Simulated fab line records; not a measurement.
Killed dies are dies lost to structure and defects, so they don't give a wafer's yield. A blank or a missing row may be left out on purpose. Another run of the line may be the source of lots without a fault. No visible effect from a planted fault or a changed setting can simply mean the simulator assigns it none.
fab line records | flow n5Finfet
record lots=14 | wafers=42 | lastDay=20
route steps=1938 shown BEOL_M8@1400 BEOL_M9@1415
lots untouched by any fault: they come from a run of this same line in which no faults occurred
startH: hours from the record's opening day to when the first of the lot's shown wafers began | waitH: hours from the lot's prior step to this one | " as in the row above | L1.1+2: one row covering several wafers at once | - value missing, or start not given | * or withheld: withheld | < > ~ a bound
route shown NAME@n: NAME is a module with steps in the file, n the number in the route of the first one | usual: mean and standard deviation over wafers with no fault | same: alike in all rows | chamber/n: place in a boat | sites: each site's reading | _std_site: how widely they spread, as a standard deviation | _edge_site: outer sites' mean less inner sites' | radiusMm: how far each site lies from the wafer's centre | mask NAME#n: copy n | behind: the last tool/chamber to shape the wafer | hold: cause of the lot's hold/its duration in hours/its outcome | device: which transistor (n, p or np) failed to switch | end of line: the same wafers' tests at the end of the route | step lacking rows: just its recipe | killed: count of dies lost to structure and defects at first sort (not the wafer's yield) | map: the dies of a wafer, with x for killed, . for not killed, _ for no die there
set.NAME: setting as actually run; set.NAME@STEP: the setting as run at that earlier step | model.NAME: the simulator's own value behind a step, which no gauge read
the route's steps for a sample of lots (tables are steps, rows are wafers)
services: the hour from which a tool's chamber was out of use, counted from the record's first day as startH (under 0 if before that day), plus the number of hours and why
## steps
# step N5_BEOL_M8_INSPECT_58
# recipe inspectInstrument=darkfield | mode=postDep
# usual rawDefectCount=75/23
lot.wafer | tool             | chamber | startH | waitH | rawDefectCount
L587.2    | defectInspect-01 | -       | 267.11 | 0.0   | 125
L587.3    | "                | -       | "      | "     | 92
L587.4    | "                | -       | "      | "     | 101
L589.1    | defectInspect-01 | -       | 271.44 | 0.0   | 102
L589.2    | "                | -       | "      | "     | 120
L589.5    | "                | -       | "      | "     | 88
L590.1    | defectInspect-02 | -       | 277.10 | 0.0   | 52
L590.3    | "                | -       | "      | "     | 42
L590.5    | "                | -       | "      | "     | 61
L588.1    | defectInspect-02 | -       | 278.59 | 0.0   | 74
L588.2    | "                | -       | "      | "     | 40
L588.4    | "                | -       | "      | "     | 36
L591.3    | defectInspect-02 | -       | 282.29 | 0.0   | 115
L591.5    | "                | -       | "      | "     | 65
L591.6    | "                | -       | "      | "     | 99
L600.2    | defectInspect-02 | -       | 327.51 | 0.0   | 56
L600.4    | "                | -       | "      | "     | 50
L600.5    | "                | -       | "      | "     | 73
L602.1    | defectInspect-02 | -       | 363.39 | 0.0   | 78
L602.4    | "                | -       | "      | "     | 62
L602.5    | "                | -       | "      | "     | 59
L604.1    | defectInspect-02 | -       | 363.93 | 0.0   | 120
L604.2    | "                | -       | "      | "     | 63
L604.5    | "                | -       | "      | "     | 66
L605.1    | defectInspect-01 | -       | 364.11 | 0.0   | 77
L605.3    | "                | -       | "      | "     | 39
L605.5    | "                | -       | "      | "     | 43
L603.1    | defectInspect-02 | -       | 372.58 | 0.0   | 45
L603.4    | "                | -       | "      | "     | 65
L603.6    | "                | -       | "      | "     | 67
L608.1    | defectInspect-01 | -       | 391.94 | 0.0   | 74
L608.2    | "                | -       | "      | "     | 96
L608.3    | "                | -       | "      | "     | 101
L607.1    | defectInspect-02 | -       | 400.09 | 0.0   | 116
L607.2    | "                | -       | "      | "     | 77
L607.4    | "                | -       | "      | "     | 93
L609.4    | defectInspect-02 | -       | 409.70 | 0.0   | 47
L609.5    | "                | -       | "      | "     | 62
L609.6    | "                | -       | "      | "     | 65
L606.1    | defectInspect-01 | -       | 411.09 | 0.0   | 64
L606.4    | "                | -       | "      | "     | 85
L606.5    | "                | -       | "      | "     | 70
# step N5_BEOL_M9_OVL_MEAS_12
# recipe pointsPerWafer=44
# usual M9_OVL=0.1/0.77
lot.wafer | tool       | chamber | startH | waitH | M9_OVL[nm]
L587.2    | overlay-01 | 0       | 268.44 | 0.0   | -0.4
L587.3    | "          | 0       | "      | "     | 0.5
L587.4    | "          | 0       | "      | "     | -0.9
L589.1    | overlay-02 | 0       | 273.67 | 0.0   | 0.1
L589.2    | "          | 0       | "      | "     | -0.8
L589.5    | "          | 0       | "      | "     | -0.9
L590.1    | overlay-02 | 0       | 279.69 | 0.0   | 0.4
L590.3    | "          | 0       | "      | "     | 0.0
L590.5    | "          | 0       | "      | "     | 0.6
L588.1    | overlay-01 | 0       | 280.89 | 0.0   | 1.0
L588.2    | "          | 0       | "      | "     | 0.4
L588.4    | "          | 0       | "      | "     | -0.8
L591.3    | overlay-02 | 0       | 283.82 | 0.0   | -0.6
L591.5    | "          | 0       | "      | "     | -0.9
L591.6    | "          | 0       | "      | "     | -0.2
L600.2    | overlay-02 | 0       | 330.35 | 0.0   | -0.6
L600.4    | "          | 0       | "      | "     | -0.7
L600.5    | "          | 0       | "      | "     | 0.8
L602.1    | overlay-01 | 0       | 364.81 | 0.0   | 1.6
L602.4    | "          | 0       | "      | "     | -0.1
L602.5    | "          | 0       | "      | "     | 0.8
L604.1    | overlay-02 | 0       | 367.00 | 0.0   | 0.3
L604.2    | "          | 0       | "      | "     | -0.3
L604.5    | "          | 0       | "      | "     | 0.9
L605.1    | overlay-02 | 0       | 367.16 | 0.0   | 0.0
L605.3    | "          | 0       | "      | "     | -0.2
L605.5    | "          | 0       | "      | "     | 1.3
L603.1    | overlay-02 | 0       | 374.40 | 0.0   | 0.0
L603.4    | "          | 0       | "      | "     | 0.7
L603.6    | "          | 0       | "      | "     | 0.7
L608.1    | overlay-01 | 0       | 396.38 | 0.0   | 0.3
L608.2    | "          | 0       | "      | "     | -0.3
L608.3    | "          | 0       | "      | "     | 0.6
L607.1    | overlay-01 | 0       | 402.76 | 0.0   | -0.9
L607.2    | "          | 0       | "      | "     | -1.0
L607.4    | "          | 0       | "      | "     | -0.4
L609.4    | overlay-01 | 0       | 411.57 | 0.0   | 0.0
L609.5    | "          | 0       | "      | "     | -0.2
L609.6    | "          | 0       | "      | "     | -1.1
L606.1    | overlay-02 | 0       | 412.96 | 0.0   | 0.7
L606.4    | "          | 0       | "      | "     | -0.1
L606.5    | "          | 0       | "      | "     | 0.4
# step N5_BEOL_M9_EXPOSE_25
# recipe maskId=V8 | na=0.33 | sourceShape=annular | sigmaInner=0.4 | sigmaOuter=0.8 | polarization=unpolarized | doseMj=37.25
# usual exposureDoseMJCm2=37.18/0.043 | focusOffsetNm=0.0/0.51 | sigmaOuter=0.8/0
lot.wafer | tool          | chamber | startH | waitH | mask | exposureDoseMJCm2 | focusOffsetNm | sigmaOuter
L587.2    | euvScanner-02 | 0       | 269.65 | -     | V8#0 | 37.19             | 0.5           | 0.8
L587.3    | "             | 0       | "      | "     | V8#0 | 37.22             | 0.0           | 0.8
L587.4    | "             | 0       | "      | "     | V8#0 | 37.26             | 0.0           | 0.8
L589.1    | euvScanner-02 | 0       | 274.46 | -     | V8#0 | 37.12             | 0.6           | 0.8
L589.2    | "             | 0       | "      | "     | V8#0 | 37.16             | 0.6           | 0.8
L589.5    | "             | 0       | "      | "     | V8#0 | 37.16             | 1.2           | 0.8
L590.1    | euvScanner-02 | 0       | 281.30 | -     | V8#0 | 37.15             | 0.1           | 0.8
L590.3    | "             | 0       | "      | "     | V8#0 | 37.15             | 0.0           | 0.8
L590.5    | "             | 0       | "      | "     | V8#0 | 37.09             | 0.3           | 0.8
L588.1    | euvScanner-02 | -       | 281.68 | -     | V8#0 | -                 | -             | -
L588.2    | "             | -       | "      | "     | V8#0 | -                 | -             | -
L588.4    | "             | -       | "      | "     | V8#0 | -                 | -             | -
L591.3    | euvScanner-02 | -       | 284.62 | -     | V8#0 | -                 | -             | -
L591.5    | "             | -       | "      | "     | V8#0 | -                 | -             | -
L591.6    | "             | -       | "      | "     | V8#0 | -                 | -             | -
L600.2    | euvScanner-02 | 0       | 334.79 | -     | V8#0 | 37.13             | -0.6          | 0.8
L600.4    | "             | 0       | "      | "     | V8#0 | 37.19             | -0.2          | 0.8
L600.5    | "             | 0       | "      | "     | V8#0 | 37.15             | -0.6          | 0.8
L602.1    | euvScanner-02 | 0       | 366.79 | -     | V8#0 | 37.17             | -0.1          | 0.8
L602.4    | "             | 0       | "      | "     | V8#0 | 37.11             | 0.3           | 0.8
L602.5    | "             | 0       | "      | "     | V8#0 | 37.12             | -0.7          | 0.8
L604.1    | euvScanner-02 | 0       | 368.04 | -     | V8#0 | 37.13             | -0.2          | 0.8
L604.2    | "             | 0       | "      | "     | V8#0 | 37.13             | 0.0           | 0.8
L604.5    | "             | 0       | "      | "     | V8#0 | 37.16             | 1.0           | 0.8
L605.1    | euvScanner-02 | 0       | 368.11 | -     | V8#0 | 37.19             | -0.5          | 0.8
L605.3    | "             | 0       | "      | "     | V8#0 | 37.24             | -0.5          | 0.8
L605.5    | "             | 0       | "      | "     | V8#0 | 37.21             | 0.3           | 0.8
L603.1    | euvScanner-02 | 0       | 378.06 | -     | V8#0 | 37.22             | 0.5           | 0.8
L603.4    | "             | 0       | "      | "     | V8#0 | 37.14             | 0.0           | 0.8
L603.6    | "             | 0       | "      | "     | V8#0 | 37.18             | 0.3           | 0.8
L608.1    | euvScanner-02 | 0       | 397.38 | -     | V8#0 | 37.12             | -0.4          | 0.8
L608.2    | "             | 0       | "      | "     | V8#0 | 37.17             | -0.4          | 0.8
L608.3    | "             | 0       | "      | "     | V8#0 | 37.18             | -0.4          | 0.8
L607.1    | euvScanner-02 | 0       | 404.50 | -     | V8#0 | 37.14             | -0.8          | 0.8
L607.2    | "             | 0       | "      | "     | V8#0 | 37.20             | -0.2          | 0.8
L607.4    | "             | 0       | "      | "     | V8#0 | 37.18             | -0.2          | 0.8
L609.4    | euvScanner-02 | 0       | 412.30 | -     | V8#0 | 37.19             | 0.8           | 0.8
L609.5    | "             | 0       | "      | "     | V8#0 | 37.19             | -0.4          | 0.8
L609.6    | "             | 0       | "      | "     | V8#0 | 37.18             | -0.3          | 0.8
L606.1    | euvScanner-02 | 0       | 413.87 | -     | V8#0 | 37.12             | 0.2           | 0.8
L606.4    | "             | 0       | "      | "     | V8#0 | 37.14             | -0.1          | 0.8
L606.5    | "             | 0       | "      | "     | V8#0 | 37.16             | -0.2          | 0.8
# step N5_BEOL_M9_CD_MEAS_28
# recipe targetCdNm=70 | landingEnergyEv=500 | detector=seInlens | polarity=opening
# usual cdNm=70.02/0.23
lot.wafer | tool     | chamber | startH | waitH | cdNm
L587.2    | cdSem-03 | 0       | 269.77 | -     | 70.26
L587.3    | "        | 0       | "      | "     | 69.78
L587.4    | "        | 0       | "      | "     | 70.13
L589.1    | cdSem-01 | 0       | 274.59 | -     | 70.45
L589.2    | "        | 0       | "      | "     | 69.99
L589.5    | "        | 0       | "      | "     | 70.33
L590.1    | cdSem-02 | 0       | 281.43 | -     | 69.99
L590.3    | "        | 0       | "      | "     | 69.99
L590.5    | "        | 0       | "      | "     | 70.18
L588.1    | cdSem-01 | 0       | 281.81 | -     | -
L588.2    | "        | 0       | "      | "     | -
L588.4    | "        | 0       | "      | "     | -
L591.3    | cdSem-01 | 0       | 284.74 | -     | -
L591.5    | "        | 0       | "      | "     | -
L591.6    | "        | 0       | "      | "     | -
L600.2    | cdSem-02 | 0       | 334.91 | -     | 69.82
L600.4    | "        | 0       | "      | "     | 69.64
L600.5    | "        | 0       | "      | "     | 70.03
L602.1    | cdSem-01 | 0       | 366.92 | -     | 69.68
L602.4    | "        | 0       | "      | "     | 69.93
L602.5    | "        | 0       | "      | "     | 69.79
L604.1    | cdSem-02 | 0       | 368.17 | -     | 70.05
L604.2    | "        | 0       | "      | "     | 69.76
L604.5    | "        | 0       | "      | "     | 69.65
L605.1    | cdSem-03 | 0       | 368.24 | -     | 70.18
L605.3    | "        | 0       | "      | "     | 70.07
L605.5    | "        | 0       | "      | "     | 70.41
L603.1    | cdSem-03 | 0       | 378.19 | -     | 69.95
L603.4    | "        | 0       | "      | "     | 69.88
L603.6    | "        | 0       | "      | "     | 69.86
L608.1    | cdSem-03 | 0       | 397.51 | -     | 70.00
L608.2    | "        | 0       | "      | "     | 70.11
L608.3    | "        | 0       | "      | "     | 69.72
L607.1    | cdSem-01 | 0       | 404.63 | -     | 70.04
L607.2    | "        | 0       | "      | "     | 70.02
L607.4    | "        | 0       | "      | "     | 70.17
L609.4    | cdSem-01 | 0       | 412.41 | -     | 70.33
L609.5    | "        | 0       | "      | "     | 69.66
L609.6    | "        | 0       | "      | "     | 69.94
L606.1    | cdSem-01 | 0       | 414.00 | -     | 69.80
L606.4    | "        | 0       | "      | "     | 69.98
L606.5    | "        | 0       | "      | "     | 70.35
## services
tool          | chamber | startH | hours | kind
euvScanner-02 | -       | 262.06 | 1.0   | pm
euvScanner-02 | -       | 264.95 | 0.5   | repair
euvScanner-02 | -       | 318.21 | 1.0   | pm
euvScanner-02 | -       | 319.60 | 0.5   | repair
euvScanner-02 | -       | 353.35 | 4.6   | pm
euvScanner-02 | -       | 362.49 | 0.2   | repair
euvScanner-02 | -       | 374.36 | 1.0   | pm
euvScanner-02 | 0       | 393.53 | -     | calibration
## key
firstSign step=N5_BEOL_M9_EXPOSE_25 | reading=toolRecord | direction=missing
effect none on later readings
metAt N5_BEOL_M9_EXPOSE_25
struckLots L588,L591
laterRowsLeftOut L588.1,L588.2,L588.4,L591.3,L591.5,L591.6
sortLeftOut L588.1,L588.2,L588.4,L591.3,L591.5,L591.6
notActingAt N5_BEOL_M8_INSPECT_58,N5_BEOL_M9_OVL_MEAS_12,N5_BEOL_M9_CD_MEAS_28
onsetBetween 281.30 281.68
fault kind=skippedStepWhole | tool=euvScanner-02 | chamber=- | onsetH=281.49 | steps=N5_BEOL_M9_EXPOSE_25 | scope=struckLotsOnly
# sortLeftOut: the simulated sort isn't trusted on such a fault, so these wafers' sort isn't shown, and their yield isn't known
# laterRowsLeftOut: the simulator's readings of these wafers behind a module that went badly wrong aren't trusted and aren't shown, but for the sort
